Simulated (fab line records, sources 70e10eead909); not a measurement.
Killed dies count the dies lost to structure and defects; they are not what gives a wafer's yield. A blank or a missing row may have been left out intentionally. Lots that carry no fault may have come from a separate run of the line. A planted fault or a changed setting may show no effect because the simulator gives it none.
fab line records -- flow nandHarc -- part 2 of 2: steps 23 to 32 of 32
record lots=5, wafers=15, lastDay=33
route steps=1302 shown A_STAIRCASE@815
lots that met no fault: from a run of the same line without faults
startH: hours from the record's first day to the start of the lot's first wafer shown -- waitH: time in hours since the lot's previous step -- " the same as in the row above -- L1.1+2: a row that stands for several wafers -- - either no value or no given start -- * or withheld: withheld -- < > ~ a bound
route shown NAME@n: NAME is a module with steps in the file, n the number in the route of the first one -- usual: mean/standard deviation taken from wafers without a fault -- same: alike in all rows -- chamber/n: place in a boat -- sites: readings site by site -- _std_site: the standard deviation of these -- _edge_site: mean of outer sites minus mean of inner sites -- radiusMm: for every site, how far away it sits from the centre of the wafer -- mask NAME#n: copy n -- behind: the last tool/chamber to shape the wafer -- hold: why the lot went on hold/how many hours it stayed there/how the hold came to an end -- device: which transistor (n, p or np) failed to switch -- end of line: at the end of the route, the tests of the same wafers -- for a step that has no rows: nothing shown but its recipe -- killed: at the first sort, the dies lost to defects and structure; wafer yield is something else -- map: a wafer's dies, marking killed ones x, the rest . and places with no die _
set.NAME: the setting that was run; set.NAME@STEP: the one run at that earlier step -- model.NAME: the simulator's own value behind a step, which no gauge read
a table for each step, a row for each wafer; lots at some steps of the route
services: from which hour (startH, from the record's first day; less than 0 if before it) a tool's chamber was out of use, for how many hours, and why
## steps
# step NHARC_A_STAIRCASE_SRD_329
lot.wafer,tool,chamber,startH,waitH
L081.6+4+2,wetBench-09,"1,3,6",-,-
L086.6+4+3,wetBench-07,"0,1,3",-,-
L085.3+6+5,wetBench-04,"4,5,7",-,-
L093.5+6+1,wetBench-07,"5,0,1",-,-
L096.3+1+6,wetBench-09,"7,1,4",-,-
# step NHARC_A_STAIRCASE_ALD_415
# recipe targetThkA=300, pulseTimeS=6, aldCycles=300, tempC=300, material=SiO2
# usual heaterPowerW=468/36, precursorPulseHeightRel=1.000/0.019
lot.wafer,tool,chamber,startH,waitH,heaterPowerW,precursorPulseHeightRel
L081.2,aldHk-04,1,473.75,0.3,441,1.002
L081.4,aldHk-04,3,473.75,0.3,454,1.017
L081.6,aldHk-04,0,473.75,0.3,423,1.016
L086.4,aldHk-02,1,502.50,0.1,454,0.982
L086.3,aldHk-02,0,502.50,0.1,398,0.998
L086.6,aldHk-02,1,502.50,0.1,440,0.991
L085.3,aldHk-03,0,511.35,0.3,449,1.007
L085.6,aldHk-03,3,511.35,0.3,467,1.008
L085.5,aldHk-03,0,511.35,0.3,454,0.973
L093.1,aldHk-04,2,591.68,0.3,518,1.003
L093.5,aldHk-04,1,591.68,0.3,451,1.012
L093.6,aldHk-04,2,591.68,0.3,525,1.004
L096.1,aldHk-04,0,607.29,0.1,432,1.004
L096.3,aldHk-04,1,607.29,0.1,444,0.969
L096.6,aldHk-04,0,607.29,0.1,430,1.013
# step NHARC_A_STAIRCASE_ETCHBACK_416
# recipe targetDepthA=360, timeS=7.2, c4f8FlowSccm=withheld, o2FlowSccm=8, arFlowSccm=withheld, rfW=600, biasW=800, chemistry=C4F8/O2/Ar
# usual oesProductAu=0.931/0.023, rfVppV=721/4.2
lot.wafer,tool,chamber,startH,waitH,oesProductAu,rfHoursCounterH,rfVppV
L081.2,rieDiel-11,1,-,-,0.933,12,714
L081.4,rieDiel-11,3,-,-,0.930,13,719
L081.6,rieDiel-11,1,-,-,0.935,-,717
L086.4,rieDiel-03,1,-,-,0.934,15,731
L086.3,rieDiel-03,2,-,-,0.932,12,723
L086.6,rieDiel-03,0,-,-,0.903,-,724
L085.3,rieDiel-11,2,-,-,0.918,18,718
L085.5,rieDiel-11,3,-,-,0.916,-,719
L085.6,rieDiel-11,0,-,-,0.921,-,720
L093.1,rieDiel-11,3,-,-,0.926,48,719
L093.6,rieDiel-11,2,-,-,0.935,-,719
L093.5,rieDiel-11,3,-,-,0.920,-,718
L096.1,rieDiel-11,0,-,-,0.920,44,719
L096.3,rieDiel-11,3,-,-,0.925,58,718
L096.6,rieDiel-11,0,-,-,0.912,-,719
# step NHARC_A_STAIRCASE_STRIP_476
# recipe timeS=20, o2FlowSccm=500, arFlowSccm=0, biasW=0, chemistry=O2
# usual drypumpMotorCurrentA=5.6/0.43, mfcArSccm=0.010/0.013, oesProductAu=1.000/0.01, rfVppV=57.5/0.86, showerheadPlenumPTorr=3.46/0.15, throttleValvePct=17.035/0.0089
lot.wafer,tool,chamber,startH,waitH,drypumpMotorCurrentA,mfcArSccm,oesProductAu,rfHoursCounterH,rfVppV,showerheadPlenumPTorr,throttleValvePct
L081.2,rieDiel-11,3,475.75,0.1,5.8,0.021,1.008,13,58.3,3.36,17.028
L081.4,rieDiel-11,0,475.75,0.1,6.3,0.002,0.994,6,57.0,3.44,17.045
L081.6,rieDiel-11,2,475.75,0.1,5.3,0.037,1.005,-,57.1,3.39,17.028
L086.4,rieDiel-03,2,504.66,0.1,5.5,0,1.012,12,58.1,3.50,17.039
L086.3,rieDiel-03,0,504.66,0.1,6.1,0,0.982,14,59.5,3.52,17.033
L086.6,rieDiel-03,3,504.66,0.1,5.1,0.016,1.014,-,57.0,3.45,17.024
L085.3,rieDiel-11,3,513.27,0.1,5.9,0.021,0.997,21,57.8,3.35,17.037
L085.6,rieDiel-11,3,513.27,0.1,5.9,0.021,1.005,-,56.9,3.35,17.038
L085.5,rieDiel-11,0,513.27,0.1,6.3,0.002,1.002,-,57.2,3.44,17.030
L093.1,rieDiel-11,0,593.63,0.1,6.3,0.002,0.994,36,57.3,3.43,17.033
L093.5,rieDiel-11,0,593.63,0.1,6.3,0.002,0.997,-,58.2,3.43,17.056
L093.6,rieDiel-11,1,593.63,0.1,5.6,0.005,1.012,-,56.9,3.26,17.042
L096.1,rieDiel-11,0,609.45,0.1,6.3,0.002,0.988,44,59.2,3.42,17.036
L096.3,rieDiel-11,1,609.45,0.1,5.7,0.005,1.014,61,59.0,3.81,17.020
L096.6,rieDiel-11,0,609.45,0.1,6.3,0.002,0.994,-,57.6,3.42,17.038
# step NHARC_A_STAIRCASE_DEP_417
# recipe targetThkA=600, stepCoveragePct=20, tempC=400, targetThkNm=60, flowSccm=200, rfW=450, material=Si3N4
# usual heaterPowerW=743/130
lot.wafer,tool,chamber,startH,waitH,heaterPowerW
L081.2,pecvd-03,2,475.93,-,603
L081.4,pecvd-03,1,475.93,-,778
L081.6,pecvd-03,2,475.93,-,600
L086.3,pecvd-04,0,504.84,-,806
L086.4,pecvd-04,1,504.84,-,662
L086.6,pecvd-04,0,504.84,-,823
L085.3,pecvd-03,0,513.45,-,876
L085.5,pecvd-03,1,513.45,-,881
L085.6,pecvd-03,0,513.45,-,884
L093.1,pecvd-04,1,593.77,-,745
L093.5,pecvd-04,1,593.77,-,706
L093.6,pecvd-04,2,593.77,-,718
L096.3,pecvd-04,0,609.55,-,909
L096.1,pecvd-04,1,609.55,-,693
L096.6,pecvd-04,1,609.55,-,695
# step NHARC_A_STAIRCASE_WET_418
# recipe tempC=160, targetDepthA=200, chemistry=H3PO4
lot.wafer,tool,chamber,startH,waitH
L081.2+4+6,wetH3po4-01,1,477.84,-
L086.3+4+6,wetH3po4-02,1,506.74,-
L085.3+5+6,wetH3po4-02,0,514.84,-
L093.1+5+6,wetH3po4-02,0,595.73,-
L096.1+3+6,wetH3po4-02,1,611.55,-
# step NHARC_A_STAIRCASE_PRECLEAN_419
# recipe timeS=*, tempC=50, bathAgeMin=0, chemistry=SC1
# usual nh4ohFlowMLMin=28.29/0.096
lot.wafer,tool,chamber,startH,waitH,nh4ohFlowMLMin
L081.6,wetBench-09,0,478.42,0.0,28.38
L081.4,wetBench-09,2,478.42,0.0,28.41
L081.2,wetBench-09,4,478.42,0.0,28.47
L086.6,wetBench-09,1,507.32,0.0,28.33
L086.4,wetBench-09,3,507.32,0.0,28.29
L086.3,wetBench-09,4,507.32,0.0,28.30
L085.3,wetBench-09,4,515.42,0.0,28.18
L085.6,wetBench-09,5,515.42,0.0,28.31
L085.5,wetBench-09,6,515.42,0.0,28.16
L093.1,wetBench-07,6,596.31,0.0,28.23
L093.6,wetBench-07,7,596.31,0.0,28.47
L093.5,wetBench-07,1,596.31,0.0,28.31
L096.6,wetBench-09,3,612.12,0.0,28.33
L096.3,wetBench-09,5,612.12,0.0,28.33
L096.1,wetBench-09,6,612.12,0.0,28.43
# step NHARC_A_STAIRCASE_SRD_421
lot.wafer,tool,chamber,startH,waitH
L081.6+4+2,wetBench-09,"0,2,4",-,-
L086.6+4+3,wetBench-09,"1,3,4",507.38,0.1
L085.3+6+5,wetBench-09,"4,5,6",515.48,0.1
L093.1+6+5,wetBench-07,"6,7,1",-,-
L096.6+3+1,wetBench-09,"3,5,6",-,-
# step NHARC_A_STAIRCASE_ALD_420
# recipe targetThkA=200, pulseTimeS=6, aldCycles=200, tempC=300, material=SiO2
# usual heaterPowerW=472/43, precursorPulseHeightRel=1.001/0.019
lot.wafer,tool,chamber,startH,waitH,heaterPowerW,precursorPulseHeightRel
L081.4,aldHk-03,1,479.31,-,456,0.988
L081.2,aldHk-03,0,479.31,-,450,1.004
L081.6,aldHk-03,1,479.31,-,462,1.007
L086.3,aldHk-04,1,507.82,0.4,448,1.002
L086.4,aldHk-04,2,507.82,0.4,517,0.996
L086.6,aldHk-04,0,507.82,0.4,437,1.014
L085.3,aldHk-04,2,515.60,0.1,520,0.988
L085.6,aldHk-04,2,515.60,0.1,504,1.017
L085.5,aldHk-04,3,515.60,0.1,449,1.004
L093.1,aldHk-02,2,596.91,-,555,1.000
L093.5,aldHk-02,3,596.91,-,507,0.976
L093.6,aldHk-02,0,596.91,-,411,1.013
L096.3,aldHk-02,0,612.42,-,408,1.006
L096.1,aldHk-02,2,612.42,-,566,1.011
L096.6,aldHk-02,0,612.42,-,418,0.990
# step NHARC_A_STAIRCASE_CVD_552
# recipe targetThkA=400, tempC=700, pressureMtorr=300, material=SiNx
# usual pressureMtorr=300.0/0.58, spikeTcCentreC=701.3/1.2, spikeTcLowerC=699.4/1.1
lot.wafer,tool,chamber,startH,waitH,pressureMtorr,spikeTcCentreC,spikeTcLowerC
L081.2,lpcvd-02,1,-,-,299.9,701.7,700.9
L081.4,lpcvd-02,1,-,-,299.9,701.4,699.8
L081.6,lpcvd-02,1,-,-,299.5,701.0,699.8
L086.3,lpcvd-01,1,-,-,299.1,701.9,698.3
L086.4,lpcvd-01,1,-,-,300.2,701.4,698.9
L086.6,lpcvd-01,1,-,-,300.3,699.2,700.6
L085.3,lpcvd-02,0,-,-,299.1,700.5,698.6
L085.5,lpcvd-02,0,-,-,300.4,700.1,699.7
L085.6,lpcvd-02,0,-,-,299.5,699.9,700.0
L093.1,lpcvd-01,1,-,-,299.6,701.8,700.9
L093.5,lpcvd-01,1,-,-,300.6,699.3,698.2
L093.6,lpcvd-01,1,-,-,300.4,702.7,699.2
L096.1,lpcvd-01,1,-,-,298.8,700.9,698.4
L096.3,lpcvd-01,1,-,-,298.2,701.7,699.3
L096.6,lpcvd-01,1,-,-,299.6,700.3,699.2
## services
tool,chamber,startH,hours,kind
lithoTrack-03,-,450.00,7.0,pm
pecvd-04,-,450.38,13.0,pm
rieDiel-03,-,459.14,9.0,pm
wetH3po4-02,-,463.16,10.3,repair
rieDiel-03,0,489.02,4.1,repair
rieDiel-02,-,504.80,1.1,repair
wetBench-04,-,506.94,3.4,repair
rieDiel-11,-,507.07,1.6,repair
wetBench-07,-,512.09,8.0,pm
wetBench-09,-,528.80,8.0,pm
wetBench-09,-,539.43,3.0,repair
pecvd-03,-,547.18,13.0,pm
rieDiel-03,3,547.96,7.7,repair
rieDiel-11,3,571.25,4.8,repair
rieDiel-02,-,571.39,9.0,pm
lithoTrack-02,-,577.00,7.0,pm
wetBench-04,-,579.20,8.0,pm
rieDiel-11,3,579.37,5.2,repair
pecvd-04,-,595.57,1.0,repair
pecvd-03,-,599.55,1.0,repair
lithoTrack-07,-,601.00,7.0,pm
rieDiel-03,1,604.28,7.1,repair
rieDiel-11,-,609.53,9.0,pm
aldHk-04,-,612.32,10.0,pm
